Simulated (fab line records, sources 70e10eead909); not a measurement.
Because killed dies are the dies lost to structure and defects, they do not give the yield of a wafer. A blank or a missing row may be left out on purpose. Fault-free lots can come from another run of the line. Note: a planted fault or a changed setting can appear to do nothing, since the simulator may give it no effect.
A lot that was struck, set against a sound lot / flow nandHarc / 15 steps out of a route of 1302
Sound: wafers L778.1, L778.2, L778.3. Struck: wafer L780.2 (left out: L780.3, L780.5 of the same lot, which were not struck); the cause appears at the end.
At each step with rows: each side's tool, then ch and its chambers, then its first start. Under that, the readings that differ: sound wafers / struck wafers / difference of the means / sigmas: that difference in standard deviations of wafers without a fault.
alike: same words and numbers on both sides, and readings whose means sit less than 2 such deviations apart. not compared: any withheld reading, any reading some wafer has no value for, any bound like >300 that may hide the same value, and any number with overlapping values for which the record gives no deviation.
The two part at a step that has a row with sigmas, a row that says differs or no value, or rows on one side only. Non-overlapping numbers with no deviation appear without sigmas and do not part them. A reading that every wafer of one side lacks parts them only if that side has two wafers or more.

NHARC_A_CHANNEL_HOLE_D2_CD_MEAS_31:
  sound: cdSem-03 at day 14 12:54; struck: cdSem-01 at day 15 13:17
  alike: cdNm
NHARC_A_CHANNEL_HOLE_D2_XSEM_32:
  sound on xsem-02 ch 0, day 14 12:59; struck on xsem-01 ch 0, day 15 13:23
reading=tiltDeg (degrees); sound=0.00 0.01 0.00; struck=0.08; difference=+0.08; sigmas=+2
  alike: botCdNm, bowNm
NHARC_A_CHANNEL_HOLE_D2_INSPECT_40:
  sound: defectInspect-02 at day 14 13:05; struck: defectInspect-01 at day 15 13:28
  alike: rawDefectCount
then, 3 steps without rows for these wafers: NHARC_A_CHANNEL_FILL_D2_PRECLEAN_00 (cleans in SC1); NHARC_A_CHANNEL_FILL_D2_SRD_01; NHARC_A_CHANNEL_FILL_D2_ALD_02 (deposits SiO2, target thk 6 nm, pulse time 10 s, ald cycles 60).
NHARC_A_CHANNEL_FILL_D2_ALD_03: deposits SiNx, target thk 6 nm, pulse time 60 s, ald cycles 58.
  sound on aldSinBatch-02 ch 0; struck on aldSinBatch-01 ch 0
  alike: precursorPulseHeightRel
then, 1 step without rows for these wafers: NHARC_A_CHANNEL_FILL_D2_ALD_14 (deposits SiO2, target thk 2.5 nm, pulse time 10 s, ald cycles 25).
NHARC_A_CHANNEL_FILL_D2_ALD_15: deposits SiNx, target thk 2 nm, pulse time 60 s, ald cycles 19.
  sound on aldSinBatch-01 ch 0; struck on aldSinBatch-01 ch 0
  alike: precursorPulseHeightRel
NHARC_A_CHANNEL_FILL_D2_ALD_16: deposits SiO2, target thk 1.5 nm, pulse time 10 s, ald cycles 15.
  sound on aldHk-03 ch 0,1,3, day 15 01:31; struck on aldHk-03 ch 2, day 16 00:56
  alike: heaterPowerW, precursorPulseHeightRel
then, 2 steps without rows for these wafers: NHARC_A_CHANNEL_FILL_D2_ANNEAL_17 (time 1800 s); NHARC_A_CHANNEL_FILL_D2_CVD_18 (deposits poly-Si, target thk 3 nm).
NHARC_A_CHANNEL_FILL_D2_ETCHBACK_19: etches the open film in HBr/Cl2, target depth 5 nm, time 1.7 s.
  sound on rieSi-01 ch 1,2,3, day 15 13:17; struck on rieSi-06 ch 0, day 16 12:43
reading=oesProductAu (a.u.); sound=1.005 1.021 1.010; struck=1.105; difference=+0.093; sigmas=+13
reading=rfHoursCounterH (h); sound=1.06 1.17 1.15; struck=0.61; difference=-0.52; sigmas=
  alike: chamberPressureMTorr, drypumpMotorCurrentA, throttleValvePct
NHARC_A_CHANNEL_FILL_D2_ETCHBACK_20: etches the open film in C4F8/O2/Ar, target depth 27 nm, time 13.5 s.
  sound on rieDiel-07 ch 0,1,3, day 15 13:28; struck on rieDiel-06 ch 3, day 16 12:51
reading=rfHoursCounterH (h); sound=8.1 7.3 7.5; struck=1.4; difference=-6.2; sigmas=
  alike: chamberPressureMTorr, oesProductAu, rfVppV
-- jump in the record: it breaks off in module A_CHANNEL_FILL_D2 and resumes in module END (first step shown: number 1302 of the route), and 10 days separate the struck wafers' starts before and after --
NHARC_END_SORT_01:
  sound on prober-01 ch 0, day 25 04:08; struck on prober-02 ch 0, day 26 11:16
  alike: killedAtArray, killedAtOther, killedAtPeriphery, killedDies, killedOpen, killedShort

== WHERE THEY PART ==
First at NHARC_A_CHANNEL_HOLE_D2_XSEM_32; last, within this record, at NHARC_A_CHANNEL_FILL_D2_ETCHBACK_19. Later steps at which nothing parts them and some readings are alike: NHARC_A_CHANNEL_FILL_D2_ETCHBACK_20, NHARC_END_SORT_01.

WHY: what had been put in by the simulator
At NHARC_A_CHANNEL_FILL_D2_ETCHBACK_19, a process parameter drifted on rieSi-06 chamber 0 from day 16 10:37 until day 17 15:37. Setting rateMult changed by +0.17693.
